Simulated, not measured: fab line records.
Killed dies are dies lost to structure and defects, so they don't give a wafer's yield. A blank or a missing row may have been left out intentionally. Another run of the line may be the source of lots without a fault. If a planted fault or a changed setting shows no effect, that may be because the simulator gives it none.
fab line records	flow n5Finfet
record: lots: 10	wafers: 27	lastDay: 18
route steps=1938 shown WELL_APT@50 PMOS_HMC_CHANNEL_EPI@65 FIN_SAQP@95 BEOL_M4@1111 PASSIVATION@1936
lots that met no fault: from a run of the same line without faults
startH: start of the lot's first displayed wafer, in hours after the record's first day	waitH: hours from the lot's prior step to this one	" unchanged from the row above	L1.1+2: a row that stands for several wafers	- no value, or no start given	* or withheld: withheld	< > ~ a bound
route shown NAME@n: names a module that has steps shown in the file, with the first one's number in the route	usual: average and standard deviation across the fault-free wafers	same: alike in all rows	chamber/n: place in a boat	sites: the reading at each site	_std_site: the values' standard deviation	_edge_site: the outer-site mean with the inner-site mean subtracted	radiusMm: for every site, how far away it sits from the centre of the wafer	mask NAME#n: copy n	behind: the tool/chamber that last shaped the wafer	hold: the reason the lot was held/the length of the hold in hours/how it ended	device: names the non-switching transistor (n, p or np)	end of line: at the end of the route, the tests of the same wafers	for a step that has no rows: nothing shown but its recipe	killed: the dies lost at the first sort to structure and to defects; this is not the yield of the wafer	map: the dies of a wafer, with x for killed, . for not killed, _ for no die there
set.NAME: the setting as run; set.NAME@STEP: as run at that earlier step	model.NAME: the simulator's own value behind a step, which no gauge read
a sample of lots followed through the steps of the route, with each step as a table and each wafer as a row
services: the hour from which a tool's chamber was out of use, counted from the record's first day as startH (under 0 if before that day), plus the number of hours and why
== steps ==
step: N5_WELL_APT_RTA_34
recipe: tempC: 1000	timeS: 10	ambient: N2	idleTempC: 600	rampUpCPerS: 150	rampDownCPerS: 60	coolToC: 600
usual: annealTempCMax: 1005.2/1.8	lampPowerPct: 13.00/0.055	lamp_zone_2_pct: 13.00/0.036	wafer_temp_C_max: 1003.5/1.1
lot.wafer	tool	chamber	startH	waitH	annealTempCMax	lampPowerPct	lamp_zone_2_pct	wafer_temp_C_max
L960.4	rtpAnneal-01	0	28.01	0.1	1006.2	13.05	13.07	1002.9
L960.5	"	0	"	"	1011.2	12.99	12.99	1003.1
L960.6	"	0	"	"	1006.8	12.91	13.02	1003.3
L964.1	rtpAnneal-01	0	52.04	0.1	1005.5	13.11	13.00	1004.2
L964.5	"	0	"	"	1005.8	12.90	13.00	1002.8
L965.1	rtpAnneal-02	0	58.25	0.2	1001.7	13.07	12.96	1001.3
L965.2	"	0	"	"	1002.3	12.97	12.99	1004.0
L967.5	rtpAnneal-02	0	69.74	0.1	1003.4	13.02	12.95	1005.4
L967.6	"	0	"	"	1002.6	12.95	13.01	1003.7
L972.2	rtpAnneal-01	0	99.94	0.0	1005.7	13.10	12.96	1002.8
L972.4	"	0	"	"	1005.1	13.00	12.93	1002.5
L972.6	"	0	"	"	1005.8	12.87	13.03	1004.0
L973.1	rtpAnneal-01	0	106.51	0.0	1007.0	12.99	12.99	1001.7
L973.3	"	0	"	"	1006.8	13.07	12.98	1004.5
L973.6	"	0	"	"	1004.8	13.01	13.01	1004.0
L974.2	rtpAnneal-01	0	111.78	0.0	1007.5	13.04	12.97	1005.4
L974.3	"	0	"	"	1004.7	13.09	12.98	1003.1
L974.5	"	0	"	"	1005.1	13.02	12.95	1003.3
L977.2	rtpAnneal-02	0	130.77	0.0	1002.5	13.05	13.03	1004.5
L977.5	"	0	"	"	1002.9	12.96	12.99	1003.8
L977.6	"	0	"	"	1002.1	13.00	13.04	1003.4
L979.1	rtpAnneal-01	0	142.74	0.3	1006.4	12.97	12.97	1002.6
L979.2	"	0	"	"	1005.2	13.06	13.03	1002.6
L979.3	"	0	"	"	1005.1	13.02	13.01	1003.0
L981.1	rtpAnneal-01	0	154.20	0.0	1006.2	13.05	12.96	1003.5
L981.3	"	0	"	"	1005.3	12.93	12.99	1003.3
L981.4	"	0	"	"	1004.5	13.04	13.04	1003.9
step: N5_PMOS_HMC_CHANNEL_EPI_CD_MEAS_09
recipe: targetCdNm: 237.4	landingEnergyEv: 500	detector: seInlens
usual: cdNm: 238.0/1.4
lot.wafer	tool	chamber	startH	waitH	cdNm
L960.4	cdSem-03	0	29.27	-	237.8
L960.5	"	0	"	"	238.4
L960.6	"	0	"	"	237.9
L964.1	cdSem-01	0	53.36	-	239.0
L964.5	"	0	"	"	236.8
L965.1	cdSem-03	0	59.78	-	236.7
L965.2	"	0	"	"	235.8
L967.5	cdSem-02	0	70.98	-	237.9
L967.6	"	0	"	"	239.8
L972.2	cdSem-03	0	101.24	-	238.4
L972.4	"	0	"	"	239.1
L972.6	"	0	"	"	239.7
L973.1	cdSem-02	0	107.84	-	238.7
L973.3	"	0	"	"	238.4
L973.6	"	0	"	"	238.1
L974.2	cdSem-02	0	113.08	-	236.6
L974.3	"	0	"	"	236.2
L974.5	"	0	"	"	235.3
L977.2	cdSem-02	0	132.08	-	236.4
L977.5	"	0	"	"	236.6
L977.6	"	0	"	"	236.7
L979.1	cdSem-03	0	144.12	-	238.7
L979.2	"	0	"	"	240.8
L979.3	"	0	"	"	240.2
L981.1	cdSem-02	0	155.54	-	238.4
L981.3	"	0	"	"	236.8
L981.4	"	0	"	"	237.1
step: N5_PMOS_HMC_CHANNEL_EPI_FIN_RECESS_16
recipe: chemistry: HBr/Cl2	target: Si	maskMaterial: SiO2	targetDepthA: 540	timeS: 18	pressureMtorr: 10	icpW: 800	biasW: 75	HBr_flow_sccm: 150	Cl2_flow_sccm: 80
usual: drypumpMotorCurrentA: 5.68/0.29	oesProductAu: 0.998/0.025	throttleValvePct: 35.6/0.57
lot.wafer	tool	chamber	startH	waitH	drypumpMotorCurrentA	oesProductAu	rfHoursCounterH	throttleValvePct
L960.4	rieSi-06	0	29.81	0.0	5.81	1.008	38	35.2
L960.5	"	3	"	"	5.78	0.992	-	35.7
L960.6	"	0	"	"	5.79	1.008	-	35.1
L964.1	rieSi-05	3	53.95	0.0	5.14	1.007	7	35.2
L964.5	"	0	"	"	5.94	0.949	-	36.5
L965.1	rieSi-05	1	60.32	0.0	5.72	1.037	92	35.9
L965.2	"	2	"	"	5.86	1.011	106	36.5
L967.5	rieSi-05	0	71.55	0.0	5.95	0.950	-	36.5
L967.6	"	1	"	"	5.72	1.037	-	35.9
L972.2	rieSi-06	0	101.78	0.0	5.82	1.005	39	35.2
L972.4	"	2	"	"	5.62	0.984	3	35.4
L972.6	"	1	"	"	6.06	1.002	-	35.6
L973.1	rieSi-06	1	108.39	0.0	6.06	0.998	68	35.6
L973.3	"	2	"	"	5.62	0.974	3	35.4
L973.6	"	2	"	"	5.63	0.987	-	35.4
L974.2	rieSi-04	0	113.96	0.0	5.75	1.023	76	34.5
L974.3	"	3	"	"	5.41	0.987	5	34.7
L974.5	"	1	"	"	5.79	0.961	-	35.2
L977.2	rieSi-05	1	133.97	0.0	5.69	1.029	93	35.9
L977.5	"	3	"	"	5.15	1.025	-	35.2
L977.6	"	2	"	"	5.81	1.001	-	36.5
L979.1	rieSi-06	0	144.68	0.0	5.79	1.012	40	35.2
L979.2	"	1	"	"	6.05	1.000	69	35.6
L979.3	"	3	"	"	5.81	0.997	87	35.7
L981.1	rieSi-05	1	156.08	0.0	5.73	1.057	93	35.9
L981.3	"	0	"	"	5.97	0.958	144	36.4
L981.4	"	3	"	"	5.12	1.023	9	35.2
step: N5_PMOS_HMC_CHANNEL_EPI_THK_MEAS_22
recipe: reads: SiGe30_of_PMOS_HMC_CHANNEL_EPI_EPI_20
usual: HMC_CMP_THK: 54.1/1.3
lot.wafer	tool	chamber	startH	waitH	HMC_CMP_THK[nm]
L960.4	filmMetro-02	-	31.63	-	54.0
L960.5	"	-	"	"	53.8
L960.6	"	-	"	"	54.5
L964.1	filmMetro-02	-	55.75	-	39.4
L964.5	"	-	"	"	51.6
L965.1	filmMetro-02	-	62.12	-	41.3
L965.2	"	-	"	"	55.6
L967.5	filmMetro-02	-	73.33	-	51.9
L967.6	"	-	"	"	41.4
L972.2	filmMetro-01	-	103.69	-	54.6
L972.4	"	-	"	"	54.1
L972.6	"	-	"	"	55.0
L973.1	filmMetro-01	-	110.23	-	54.8
L973.3	"	-	"	"	54.0
L973.6	"	-	"	"	54.5
L974.2	filmMetro-01	-	115.76	-	55.2
L974.3	"	-	"	"	52.4
L974.5	"	-	"	"	52.1
L977.2	filmMetro-01	-	135.78	-	55.3
L977.5	"	-	"	"	55.1
L977.6	"	-	"	"	55.2
L979.1	filmMetro-01	-	146.49	-	54.6
L979.2	"	-	"	"	54.9
L979.3	"	-	"	"	54.4
L981.1	filmMetro-02	-	157.89	-	57.4
L981.3	"	-	"	"	52.1
L981.4	"	-	"	"	54.9
step: N5_FIN_SAQP_DENSIFY_62
recipe: tempC: 700	timeS: 60	ambient: N2	idleTempC: 600	rampUpCPerS: 150	rampDownCPerS: 60	coolToC: 600
usual: lampPowerPct: 9.85/0.055	lamp_zone_2_pct: 9.846/0.012	wafer_temp_C_max: 703.3/0.63
lot.wafer	tool	chamber	startH	waitH	lampPowerPct	lamp_zone_2_pct	wafer_temp_C_max
L960.4	rtpAnneal-01	0	32.55	0.1	9.98	9.857	702.6
L960.5	"	0	"	"	9.90	9.840	703.8
L960.6	"	0	"	"	9.81	9.873	704.0
L964.1	rtpAnneal-01	0	57.90	0.1	9.83	9.844	702.9
L964.5	"	0	"	"	9.83	9.850	702.4
L965.1	rtpAnneal-02	0	62.93	0.1	9.90	9.846	702.6
L965.2	"	0	"	"	9.89	9.847	703.2
L967.5	rtpAnneal-01	0	75.44	0.4	9.86	9.857	704.4
L967.6	"	0	"	"	9.89	9.844	702.8
L972.2	rtpAnneal-01	0	104.52	0.1	9.83	9.860	703.8
L972.4	"	0	"	"	9.87	9.835	702.7
L972.6	"	0	"	"	9.86	9.872	703.1
L973.1	rtpAnneal-02	0	111.41	0.1	9.77	9.840	704.0
L973.3	"	0	"	"	9.93	9.839	702.9
L973.6	"	0	"	"	9.85	9.836	703.0
L974.2	rtpAnneal-02	0	116.60	0.1	9.83	9.829	705.4
L974.3	"	0	"	"	9.87	9.856	703.9
L974.5	"	0	"	"	9.90	9.845	703.0
L977.2	rtpAnneal-01	0	136.73	0.3	9.87	9.847	704.3
L977.5	"	0	"	"	9.95	9.847	702.6
L977.6	"	0	"	"	9.86	9.832	703.5
L979.1	rtpAnneal-02	0	147.72	0.1	9.89	9.834	703.6
L979.2	"	0	"	"	9.78	9.873	703.8
L979.3	"	0	"	"	9.89	9.844	703.1
L981.1	rtpAnneal-01	0	158.69	0.1	9.84	9.839	703.2
L981.3	"	0	"	"	9.80	9.837	702.5
L981.4	"	0	"	"	9.82	9.843	703.0
step: N5_BEOL_M4_RC_MEAS_101
usual: DIBL_N: 36.4/2.7	DIBL_P: 36/3.2	IOFF_N: 0.16/0.046	IOFF_P: 0.21/0.055	ION_N: 677/15	ION_P: 464/11	SS_N: 71.5/0.79	SS_P: 73.3/0.93	VT_N: 250/4.1	VT_P: -251/4.4
lot.wafer	tool	chamber	startH	waitH	DIBL_N[mV/V]	DIBL_P[mV/V]	IOFF_N[nA/um]	IOFF_P[nA/um]	ION_N[uA/um]	ION_P[uA/um]	SS_N[mV/dec]	SS_P[mV/dec]	VT_N[mV]	VT_P[mV]
L960.4	prober-02	0	201.23	0.5	36.1	36	0.15	0.20	674	469	70.7	72.6	250	-248
L960.5	"	0	"	"	37.3	37	0.18	0.23	681	471	71.8	74.1	247	-250
L960.6	"	0	"	"	37.3	38	0.18	0.24	689	474	71.7	73.8	246	-248
L964.1	prober-02	0	226.22	0.0	31.4	30	0.10	0.12	677	406	70.5	72.7	257	-257
L964.5	"	0	"	"	34.2	34	0.12	0.17	652	451	71.1	73.1	257	-257
L965.1	prober-01	0	232.56	0.0	32.3	32	0.10	0.13	669	417	70.9	71.3	255	-257
L965.2	"	0	"	"	36.5	38	0.17	0.23	687	472	71.7	72.6	248	-250
L967.5	prober-01	0	236.21	0.6	38.3	37	0.16	0.23	686	472	71.9	73.2	251	-249
L967.6	"	0	"	"	39.2	39	0.18	0.24	690	427	71.7	73.9	247	-251
L972.2	prober-02	0	257.55	0.2	33.3	34	0.12	0.18	656	454	71.3	73.1	254	-254
L972.4	"	0	"	"	38.7	39	0.24	0.25	684	456	72.1	75.0	244	-251
L972.6	"	0	"	"	36.7	35	0.18	0.19	653	445	72.6	73.5	252	-254
L974.2	prober-01	0	266.03	0.2	36.6	38	0.16	0.19	692	463	71.7	73.7	248	-253
L974.3	"	0	"	"	40.7	43	0.25	0.26	694	461	72.5	74.8	247	-250
L974.5	"	0	"	"	37.0	40	0.16	0.21	668	454	70.8	73.7	254	-254
L973.1	prober-01	0	275.16	0.0	34.2	34	0.13	0.17	651	447	71.6	73.1	251	-252
L973.3	"	0	"	"	35.1	34	0.13	0.17	663	452	70.4	72.6	252	-252
L973.6	"	0	"	"	39.3	39	0.24	0.25	680	458	72.6	73.8	247	-247
L977.2	prober-02	0	293.20	0.2	36.9	38	0.17	0.24	689	475	71.3	74.3	247	-247
L977.5	"	0	"	"	37.6	37	0.17	0.24	675	466	72.1	74.6	249	-248
L977.6	"	0	"	"	37.0	36	0.17	0.22	676	454	71.6	74.0	248	-247
L979.1	prober-02	0	316.62	0.0	36.8	37	0.19	0.23	697	475	71.2	72.9	246	-248
L979.2	"	0	"	"	37.1	38	0.20	0.23	694	466	71.2	73.8	246	-253
L979.3	"	0	"	"	37.0	38	0.17	0.23	673	466	71.6	74.1	247	-251
L981.1	prober-01	0	319.44	0.0	28.6	29	0.06	0.09	633	435	70.3	70.7	264	-265
L981.3	"	0	"	"	32.5	32	0.11	0.12	658	440	71.0	71.9	256	-259
L981.4	"	0	"	"	32.1	33	0.11	0.13	677	462	70.6	71.7	253	-259
step: N5_PASSIVATION_PROBE_49
usual: defectLimitedYield: 91.1/1.4	killed_at_M0_to_M3: 34/9.7	killed_at_M4_up: 13/5.1	killedAtContacts: 14/6.3	killedAtFrontEnd: 40/11	killedAtOther: 3.5/2.7	killedDies: 105/16	killedOpen: 70/12	killedShort: 34/7.8	sort_bin_5_function: 5.2/0.88	sort_bin_6_memory: 3.3/0.7	sort_bin_8_speed: 0.1/0.62	sortNPass: 1074/17	sortYieldPct: 91.0/1.5
same: grossDies: 1180	killedAtBackSide: 0	sort_bin_4_leakage[%]: 0
lot.wafer	tool	chamber	startH	waitH	defectLimitedYield[%]	killed_at_M0_to_M3	killed_at_M4_up	killedAtContacts	killedAtFrontEnd	killedAtOther	killedDies	killedOpen	killedShort	sort_bin_5_function[%]	sort_bin_6_memory[%]	sort_bin_8_speed[%]	sortNPass	sortYieldPct[%]
L960.4	prober-02	-	298.22	0.2	90.1	58	10	18	29	2	117	87	30	5.3	4.4	0	1063	90.1
L960.5	prober-02	-	298.27	0.2	91.9	32	12	13	36	2	95	68	26	4.5	3.3	0	1085	91.9
L960.6	prober-02	-	298.32	0.3	93.0	30	7	10	33	3	83	48	33	4.7	2.2	0	1097	93.0
L964.1	prober-01	-	331.31	0.0	90.1	46	17	29	23	2	117	80	36	5.4	4.2	90.1	0	0
L964.5	prober-01	-	331.51	0.2	89.9	40	15	21	37	6	119	78	40	6.4	3.6	0	1061	89.9
L965.1	prober-01	-	335.86	0.0	89.7	40	13	11	57	1	122	83	35	6.1	3.9	86.7	35	3.0
L965.2	prober-01	-	335.91	0.1	90.7	36	10	13	47	4	110	77	32	5.4	3.8	0	1070	90.7
L967.5	prober-01	-	355.65	0.2	89.1	30	12	11	68	8	129	81	45	6.4	3.8	0.1	1051	89.1
L967.6	prober-01	-	355.70	0.3	91.1	22	18	21	41	3	105	62	39	5.1	3.2	20.9	828	70.2
L972.2	prober-02	-	368.75	0.1	92.2	29	9	13	41	0	92	66	25	5.2	2.5	0	1088	92.2
L972.4	prober-02	-	368.85	0.2	92.6	21	18	10	38	0	87	55	26	3.8	3.1	0	1093	92.6
L972.6	prober-02	-	368.95	0.3	90.5	52	8	13	32	7	112	77	32	5.3	4.2	0	1068	90.5
L974.2	prober-01	-	371.55	0.1	90.8	34	16	6	50	2	108	71	37	5.6	3.4	0	1072	90.8
L974.3	prober-01	-	371.60	0.1	93.0	29	9	7	37	1	83	63	20	4.4	2.3	0	1097	93.0
L974.5	prober-01	-	371.70	0.2	92.1	21	13	12	43	4	93	60	33	4.5	3.1	0	1087	92.1
L973.1	prober-02	-	377.88	0.0	88.9	56	16	10	45	4	131	92	38	5.9	4.7	0	1049	88.9
L973.3	prober-02	-	377.98	0.1	92.9	37	8	5	34	0	84	59	25	4.2	2.8	0	1096	92.9
L973.6	prober-02	-	378.13	0.3	90.6	46	10	4	44	7	111	77	34	5.3	4.1	0	1069	90.6
L977.2	prober-01	-	398.84	0.1	91.2	39	6	14	43	2	104	75	29	5.8	2.8	0	1076	91.2
L977.5	prober-01	-	398.99	0.2	93.1	38	8	13	15	8	82	50	27	4.2	2.5	0	1098	93.1
L977.6	prober-01	-	399.04	0.3	91.4	38	12	16	22	14	102	62	38	5.2	3.0	0	1078	91.4
L979.1	prober-01	-	407.51	0.0	91.2	31	10	10	52	1	104	73	29	5.3	3.1	0	1076	91.2
L979.2	prober-01	-	407.56	0.1	92.4	30	12	7	39	2	90	62	28	4.9	2.6	0	1090	92.4
L979.3	prober-01	-	407.61	0.1	92.3	31	8	9	40	3	91	58	33	4.7	2.5	0	1089	92.3
L981.1	prober-01	-	429.84	0.0	92.8	27	15	8	32	3	85	65	16	3.8	3.0	7.0	1012	85.8
L981.3	prober-01	-	429.94	0.1	87.7	61	7	4	72	1	145	86	54	6.0	5.6	0	1035	87.7
L981.4	prober-01	-	429.99	0.2	91.4	30	13	14	41	3	101	72	27	5.7	2.8	0	1079	91.4
killed by level:class
L960.4 BEOL_M0_SAQP:geometricParticle:open=17 MOL_CONTACT_COAG:geometricParticle:open=16 BEOL_M2:geometricParticle:open=13 STI_FIN_REVEAL:geometricParticle:open=11 BEOL_M0_SAQP:geometricParticle:short=10 BEOL_M3:geometricParticle:open=10 FIN_SAQP:geometricParticle:short=6 DUMMY_GATE:geometricParticle:open=4
L960.5 MOL_CONTACT_COAG:geometricParticle:open=12 GATE_CUT:geometricParticle:short=8 BEOL_M0_SAQP:geometricParticle:open=7 BEOL_M3:geometricParticle:open=7 BEOL_M0_SAQP:geometricParticle:short=6 DUMMY_GATE:geometricParticle:open=6 STI_FIN_REVEAL:geometricParticle:open=5 BEOL_M2:geometricParticle:open=5
L960.6 FIN_SAQP:geometricParticle:short=11 BEOL_M0_SAQP:geometricParticle:short=11 MOL_CONTACT_COAG:geometricParticle:open=7 FIN_SAQP:geometricParticle:open=5 BEOL_M1:geometricParticle:open=5 BEOL_M0_SAQP:geometricParticle:open=5 BEOL_M0:geometricParticle:open=4 BEOL_M3:geometricParticle:open=4
L964.1 MOL_CONTACT_COAG:geometricParticle:open=22 BEOL_M0_SAQP:geometricParticle:short=18 BEOL_M0_SAQP:geometricParticle:open=14 STI_FIN_REVEAL:geometricParticle:open=10 BEOL_M4:geometricParticle:open=8 MOL_CONTACT_COAG:geometricParticle:short=7 BEOL_M2:geometricParticle:open=6 FIN_SAQP:geometricParticle:open=5
L964.5 MOL_CONTACT_COAG:geometricParticle:open=15 STI_FIN_REVEAL:geometricParticle:open=12 BEOL_M0_SAQP:geometricParticle:open=12 BEOL_M0_SAQP:geometricParticle:short=9 BEOL_M2:geometricParticle:open=8 BEOL_M4:geometricParticle:open=8 MOL_CONTACT_COAG:geometricParticle:short=6 STI_FIN_REVEAL:geometricParticle:short=5
L965.1 STI_FIN_REVEAL:geometricParticle:open=16 BEOL_M0_SAQP:geometricParticle:open=14 MOL_CONTACT_COAG:geometricParticle:open=9 BEOL_M2:geometricParticle:open=8 BEOL_M0_SAQP:geometricParticle:short=7 DUMMY_GATE:geometricParticle:open=6 STI_FIN_REVEAL:geometricParticle:short=5 GATE_CUT:geometricParticle:short=5
L965.2 MOL_CONTACT_COAG:geometricParticle:open=12 BEOL_M0_SAQP:geometricParticle:open=9 STI_FIN_REVEAL:geometricParticle:open=8 BEOL_M0_SAQP:geometricParticle:short=8 BEOL_M5:geometricParticle:open=8 FIN_SAQP:geometricParticle:open=7 DUMMY_GATE:geometricParticle:open=7 BEOL_M3:geometricParticle:open=7
L967.5 FIN_SAQP:geometricParticle:short=13 STI_FIN_REVEAL:geometricParticle:open=11 FIN_SAQP:geometricParticle:open=10 BEOL_M1:geometricParticle:open=9 MOL_CONTACT_COAG:geometricParticle:open=9 GATE_CUT:geometricParticle:short=8 ILD0:geometricParticle:open=7 ILD0:geometricParticle:short=4
L967.6 MOL_CONTACT_COAG:geometricParticle:open=15 FIN_SAQP:geometricParticle:short=9 STI_FIN_REVEAL:geometricParticle:open=8 MOL_CONTACT_COAG:geometricParticle:short=6 FIN_SAQP:geometricParticle:open=5 BEOL_M4:geometricParticle:open=5 BEOL_M0_SAQP:geometricParticle:short=4 STARTING-WAFER:geometricParticle:short=4
L972.2 FIN_SAQP:geometricParticle:open=15 FIN_SAQP:geometricParticle:short=11 MOL_CONTACT_COAG:geometricParticle:open=11 BEOL_M2:geometricParticle:open=8 BEOL_M3:geometricParticle:open=7 STI_FIN_REVEAL:geometricParticle:open=5 BEOL_M0_SAQP:geometricParticle:short=4 ILD0:geometricParticle:open=3
L972.4 FIN_SAQP:geometricParticle:open=10 BEOL_M2:geometricParticle:open=10 BEOL_M4:geometricParticle:open=8 MOL_CONTACT_COAG:geometricParticle:open=7 STI_FIN_REVEAL:geometricParticle:open=5 FIN_SAQP:geometricParticle:short=4 BEOL_M0_SAQP:geometricParticle:short=4 HKMG_FIN:areaEtch=4
L972.6 MOL_CONTACT_COAG:geometricParticle:open=10 BEOL_M2:geometricParticle:open=10 BEOL_M0_SAQP:geometricParticle:open=9 BEOL_M3:geometricParticle:open=9 STI_FIN_REVEAL:geometricParticle:open=8 BEOL_M0_SAQP:geometricParticle:short=8 BEOL_M1:geometricParticle:open=7 FIN_SAQP:geometricParticle:open=6
L974.2 FIN_SAQP:geometricParticle:open=9 BEOL_M0_SAQP:geometricParticle:open=9 BEOL_M0_SAQP:geometricParticle:short=9 DUMMY_GATE:geometricParticle:open=7 STI_FIN_REVEAL:geometricParticle:open=6 MOL_CONTACT_COAG:geometricParticle:open=6 BEOL_M3:geometricParticle:open=6 FIN_SAQP:geometricParticle:short=5
L974.3 BEOL_M3:geometricParticle:open=10 FIN_SAQP:geometricParticle:open=8 DUMMY_GATE:geometricParticle:open=8 BEOL_M0_SAQP:geometricParticle:open=7 MOL_CONTACT_COAG:geometricParticle:open=7 STI_FIN_REVEAL:geometricParticle:open=5 BEOL_M0:geometricParticle:open=4 BEOL_M0_SAQP:geometricParticle:short=3
L974.5 STI_FIN_REVEAL:geometricParticle:open=14 MOL_CONTACT_COAG:geometricParticle:open=8 FIN_SAQP:geometricParticle:open=6 STARTING-WAFER:geometricParticle:short=5 FIN_SAQP:geometricParticle:short=4 DUMMY_GATE:geometricParticle:open=4 MOL_CONTACT_COAG:geometricParticle:short=4 BEOL_M1:geometricParticle:short=4
L973.1 BEOL_M3:geometricParticle:open=22 STI_FIN_REVEAL:geometricParticle:open=16 BEOL_M0_SAQP:geometricParticle:short=11 MOL_CONTACT_COAG:geometricParticle:open=8 BEOL_M1:geometricParticle:open=8 BEOL_M0_SAQP:geometricParticle:open=7 BEOL_M4:geometricParticle:open=6 FIN_SAQP:geometricParticle:short=5
L973.3 BEOL_M0_SAQP:geometricParticle:open=11 BEOL_M3:geometricParticle:open=8 FIN_SAQP:geometricParticle:open=7 BEOL_M0_SAQP:geometricParticle:short=7 DUMMY_GATE:geometricParticle:open=5 STI_FIN_REVEAL:geometricParticle:open=5 FIN_SAQP:geometricParticle:short=4 MOL_CONTACT_COAG:geometricParticle:open=4
L973.6 FIN_SAQP:geometricParticle:open=17 BEOL_M0_SAQP:geometricParticle:short=13 BEOL_M3:geometricParticle:open=13 BEOL_M0_SAQP:geometricParticle:open=10 BEOL_M2:geometricParticle:open=5 PAD_METAL:geometricParticle:short=5 STARTING-WAFER:geometricParticle:open=5 FIN_SAQP:geometricParticle:short=4
L977.2 STI_FIN_REVEAL:geometricParticle:open=22 MOL_CONTACT_COAG:geometricParticle:open=12 BEOL_M3:geometricParticle:open=10 BEOL_M0_SAQP:geometricParticle:open=8 BEOL_M0_SAQP:geometricParticle:short=8 STI_FIN_REVEAL:geometricParticle:short=7 BEOL_M2:geometricParticle:open=5 FIN_SAQP:geometricParticle:short=3
L977.5 BEOL_M0_SAQP:geometricParticle:short=12 MOL_CONTACT_COAG:geometricParticle:open=11 BEOL_M3:geometricParticle:open=9 BEOL_M0_SAQP:geometricParticle:open=8 MIM_TOP_ETCH:geometricParticle:short=4 ILD0:geometricParticle:short=3 BEOL_M1:geometricParticle:open=3 BEOL_M2:geometricParticle:open=3
L977.6 MOL_CONTACT_COAG:geometricParticle:open=13 BEOL_M1:geometricParticle:open=10 BEOL_M3:geometricParticle:open=6 GATE_CUT:geometricParticle:short=6 BEOL_M0_SAQP:geometricParticle:short=5 MIM_TOP_ETCH:geometricParticle:short=5 BEOL_M2:geometricParticle:open=5 BEOL_M0_SAQP:geometricParticle:open=4
L979.1 FIN_SAQP:geometricParticle:open=14 FIN_SAQP:geometricParticle:short=10 BEOL_M0_SAQP:geometricParticle:open=10 MOL_CONTACT_COAG:geometricParticle:open=9 STI_FIN_REVEAL:geometricParticle:open=6 BEOL_M3:geometricParticle:open=6 BEOL_M0_SAQP:geometricParticle:short=4 BEOL_M2:geometricParticle:open=4
L979.2 FIN_SAQP:geometricParticle:open=10 BEOL_M0_SAQP:geometricParticle:open=9 BEOL_M4:geometricParticle:open=7 FIN_SAQP:geometricParticle:short=5 MOL_CONTACT_COAG:geometricParticle:open=5 BEOL_M1:geometricParticle:open=5 BEOL_M2:geometricParticle:open=5 STI_FIN_REVEAL:geometricParticle:open=4
L979.3 FIN_SAQP:geometricParticle:short=17 FIN_SAQP:geometricParticle:open=9 BEOL_M3:geometricParticle:open=9 MOL_CONTACT_COAG:geometricParticle:open=7 BEOL_M0_SAQP:geometricParticle:open=6 BEOL_M1:geometricParticle:open=6 DUMMY_GATE:geometricParticle:open=5 GATE_CUT:geometricParticle:short=4
L981.1 STI_FIN_REVEAL:geometricParticle:open=13 BEOL_M1:geometricParticle:open=8 BEOL_M4:geometricParticle:open=8 MOL_CONTACT_COAG:geometricParticle:open=6 BEOL_M2:geometricParticle:open=6 BEOL_M0_SAQP:geometricParticle:open=4 HKMG_FIN:areaEtch=4 FIN_SAQP:geometricParticle:short=3
L981.3 FIN_SAQP:geometricParticle:short=19 STI_FIN_REVEAL:geometricParticle:open=17 BEOL_M3:geometricParticle:open=15 FIN_SAQP:geometricParticle:open=14 BEOL_M0_SAQP:geometricParticle:short=12 BEOL_M2:geometricParticle:open=12 BEOL_M1:geometricParticle:open=6 HKMG_FIN:areaEtch=5
L981.4 MOL_CONTACT_COAG:geometricParticle:open=12 FIN_SAQP:geometricParticle:open=11 STI_FIN_REVEAL:geometricParticle:open=11 BEOL_M3:geometricParticle:open=8 BEOL_M2:geometricParticle:open=7 BEOL_M0_SAQP:geometricParticle:short=5 DUMMY_GATE:geometricParticle:open=4 BEOL_M4:geometricParticle:open=4
== services ==
tool	chamber	startH	hours	kind
rieSi-05	3	25.72	4.7	repair
rieSi-04	-	33.20	0.2	repair
rtpAnneal-01	-	45.67	4.1	pm
rieSi-05	1	49.77	1.1	repair
rieSi-06	-	81.02	2.8	pm
rieSi-05	-	82.59	10.0	pm
== key ==
firstSign: step: N5_PMOS_HMC_CHANNEL_EPI_THK_MEAS_22	reading: HMC_CMP_THK	direction: down	sigmas: 11	usual: 54.1	struck: 40.7
effect: step: N5_BEOL_M4_RC_MEAS_101	reading: ION_P	direction: down	sigmas: 4.4	usual: 464	struck: 417
effect: step: N5_PASSIVATION_PROBE_49	reading: sort_bin_8_speed	direction: up	sigmas: 99+	usual: 0.1	struck: 65.9
metAt N5_PMOS_HMC_CHANNEL_EPI_FIN_RECESS_16
struckLots L964,L965,L967
struckWafers L964.1,L965.1,L967.6
notActingAt N5_WELL_APT_RTA_34,N5_PMOS_HMC_CHANNEL_EPI_CD_MEAS_09,N5_FIN_SAQP_DENSIFY_62
fault: kind: processParameterDrift	tool: rieSi-05	chamber: -	onsetH: 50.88	steps: N5_PMOS_HMC_CHANNEL_EPI_FIN_RECESS_16	channel: timeS	offset: *	shape: step	endH: 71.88	scope: struckWafersOnly	actsIn: *	stated: *
